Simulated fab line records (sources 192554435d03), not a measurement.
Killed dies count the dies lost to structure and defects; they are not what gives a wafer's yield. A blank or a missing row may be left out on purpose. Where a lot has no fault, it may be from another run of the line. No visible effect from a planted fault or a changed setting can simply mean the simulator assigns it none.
Matching of chambers + flow n5_finfet + N5_BEOL_M3_ALD_98 on ald_sin-02 has 4 sister chambers
The step deposits SiO2, target thk 2.5 nm, pulse time 1 s, co reactant pulse time 1 s. 22 wafers are shown with their chamber, then 11 later ones without.

WAFERS, EACH WITH ITS CHAMBER
| wafer  | chamber | heater_power_w (W) | precursor_pulse_height_rel |
|--------|---------|--------------------|----------------------------|
| L075.2 | 2       | 78                 | 0.995                      |
| L075.5 | 0       | 72                 | 0.978                      |
| L075.6 | 1       | 78                 | 1.007                      |
| L077.2 | 2       | 81                 | 0.993                      |
| L077.4 | 3       | 80                 | 1.008                      |
| L077.6 | 3       | 84                 | 0.999                      |
| L078.4 | 0       | 75                 | 0.991                      |
| L078.5 | 3       | 84                 | 1.000                      |
| L078.6 | 0       | 73                 | 1.028                      |
| L082.2 | 2       | 75                 | 0.970                      |
| L082.4 | 0       | 72                 | 0.992                      |
| L082.5 | 3       | 84                 | 1.021                      |
| L083.1 | 3       | 84                 | 1.007                      |
| L083.3 | 1       | 81                 | 0.969                      |
| L083.4 | 2       | 76                 | 1.017                      |
| L086.2 | 1       | 79                 | 1.032                      |
| L086.4 | 3       | 85                 | 1.003                      |
| L086.5 | 1       | 82                 | 1.020                      |
| L088.4 | 3       | 85                 | 0.993                      |
| L088.5 | 3       | 83                 | 0.992                      |
| L088.6 | 2       | 74                 | 0.991                      |
| L089.2 | 1       | 82                 | 1.010                      |

SIGNATURES (averages over the wafers above)
| reading                    | chamber 0 | chamber 1 | chamber 2 | chamber 3 | scatter within a chamber |
|----------------------------|-----------|-----------|-----------|-----------|--------------------------|
| heater_power_w             | 73.00     | 80.40     | 76.80     | 83.62     | 1.94                     |
| precursor_pulse_height_rel | 0.99725   | 1.00760   | 0.99320   | 1.00287   | 0.0172                   |
Rule: distance of a wafer from a chamber = root of the sum over the readings of ((wafer's reading minus chamber's mean) / reading's scatter) squared. The wafer belongs to the nearest chamber; if the next one is less than 2 further off, it can't be placed. The scatter: take each reading less its chamber's mean, square it, sum over the shown wafers, divide by the number of wafers less the number of chambers, and take the root.

WAFERS WITHOUT THEIR CHAMBER
| wafer  | heater_power_w (W) | precursor_pulse_height_rel |
|--------|--------------------|----------------------------|
| L089.5 | 72                 | 1.020                      |
| L089.6 | 81                 | 0.977                      |
| L095.2 | 73                 | 1.004                      |
| L095.4 | 80                 | 0.983                      |
| L095.5 | 74                 | 0.991                      |
| L096.1 | 81                 | 0.961                      |
| L096.4 | 83                 | 1.015                      |
| L096.6 | 80                 | 0.981                      |
| L097.3 | 84                 | 1.001                      |
| L097.4 | 82                 | 0.988                      |
| L097.6 | 72                 | 0.971                      |

WHICH CHAMBER EACH WENT THROUGH
| wafer  | from the rows above               | in truth |
|--------|-----------------------------------|----------|
| L089.5 | can't be placed: 0 or 2           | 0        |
| L089.6 | can't be placed: 1 or 3 or 2      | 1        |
| L095.2 | can't be placed: 0 or 2           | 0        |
| L095.4 | can't be placed: 1 or 2 or 3      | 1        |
| L095.5 | can't be placed: 0 or 2           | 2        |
| L096.1 | can't be placed: 1 or 3 or 2 or 0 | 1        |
| L096.4 | can't be placed: 3 or 1           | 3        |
| L096.6 | can't be placed: 1 or 2 or 3      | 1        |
| L097.3 | can't be placed: 3 or 1           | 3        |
| L097.4 | can't be placed: 3 or 1 or 2      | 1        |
| L097.6 | can't be placed: 0 or 2           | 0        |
Placed correctly: 0 of 11. From these rows, 11 cannot be placed; in 11 the true chamber is one of the candidates. Placed wrongly: 0.
